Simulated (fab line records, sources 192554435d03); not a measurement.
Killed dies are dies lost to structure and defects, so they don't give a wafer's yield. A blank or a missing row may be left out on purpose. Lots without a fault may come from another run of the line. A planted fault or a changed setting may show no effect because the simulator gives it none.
Chamber matching | flow n5_finfet | N5_BEOL_M5_STRIP_19 on rie_diel-04: 4 sister chambers
The step strips in O2. 20 wafers are shown with their chamber, then 10 later ones without.

WAFERS WITH THEIR CHAMBER
wafer  | chamber | showerhead_plenum_p_Torr (Torr) | drypump_motor_current_A (A) | throttle_valve_pct (%)
L075.1 | 2       | 2.19                            | 5.2                         | 16.81
L075.2 | 3       | 2.06                            | 5.7                         | 16.89
L075.6 | 2       | 2.19                            | 5.2                         | 16.80
L077.4 | 0       | 2.07                            | 5.8                         | 16.48
L077.5 | 2       | 2.19                            | 5.2                         | 16.84
L077.6 | 3       | 2.06                            | 5.7                         | 16.90
L081.1 | 2       | 2.19                            | 5.2                         | 16.84
L081.2 | 3       | 2.06                            | 5.7                         | 16.91
L081.6 | 0       | 2.07                            | 5.8                         | 16.50
L085.1 | 0       | 2.06                            | 5.7                         | 16.50
L085.2 | 1       | 2.24                            | 6.3                         | 16.41
L085.3 | 2       | 2.18                            | 5.2                         | 16.88
L085.4 | 1       | 2.24                            | 6.2                         | 16.41
L085.5 | 2       | 2.18                            | 5.2                         | 16.86
L085.6 | 0       | 2.07                            | 5.8                         | 16.51
L086.2 | 1       | 2.24                            | 6.3                         | 16.43
L086.4 | 2       | 2.18                            | 5.2                         | 16.88
L086.5 | 0       | 2.06                            | 5.8                         | 16.51
L076.3 | 0       | 2.06                            | 5.8                         | 16.51
L076.4 | 2       | 2.18                            | 5.2                         | 16.89

SIGNATURES (means of the wafers above)
reading                  | chamber 0 | chamber 1 | chamber 2 | chamber 3 | scatter within a chamber
showerhead_plenum_p_Torr | 2.0650    | 2.2400    | 2.1850    | 2.0600    | 0.00468
drypump_motor_current_A  | 5.783     | 6.267     | 5.200     | 5.700     | 0.0306
throttle_valve_pct       | 16.5017   | 16.4167   | 16.8500   | 16.9000   | 0.0237
Rule: a wafer's distance from a chamber is the root of the sum, over the readings, of the square of ((its reading less the chamber's mean) divided by the reading's scatter). The wafer belongs to the nearest chamber; if the next one is less than 2 further off, it can't be placed. The scatter: the root of (the sum of the squares of (reading less its chamber's mean) over the shown wafers, divided by (wafers less chambers)).

WAFERS WITHOUT THEIR CHAMBER
wafer  | showerhead_plenum_p_Torr (Torr) | drypump_motor_current_A (A) | throttle_valve_pct (%)
L076.6 | 2.06                            | 5.8                         | 16.49
L091.2 | 2.05                            | 5.7                         | 16.43
L091.5 | 2.06                            | 5.8                         | 16.53
L091.6 | 2.23                            | 6.3                         | 16.46
L094.1 | 2.05                            | 5.7                         | 16.44
L094.2 | 2.18                            | 5.2                         | 16.92
L094.3 | 2.23                            | 6.3                         | 16.45
L094.4 | 2.06                            | 5.8                         | 16.53
L094.5 | 2.18                            | 5.2                         | 16.89
L094.6 | 2.05                            | 5.7                         | 16.43

WHICH CHAMBER EACH WENT THROUGH
wafer  | from the rows above | in truth
L076.6 | 0                   | 0
L091.2 | 0                   | 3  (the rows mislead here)
L091.5 | 0                   | 0
L091.6 | 1                   | 1
L094.1 | 0                   | 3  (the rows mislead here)
L094.2 | 2                   | 2
L094.3 | 1                   | 1
L094.4 | 0                   | 0
L094.5 | 2                   | 2
L094.6 | 0                   | 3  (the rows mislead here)
Placed correctly: 7 of 10. Can't be placed from these rows: 0. Placed wrongly: 3.
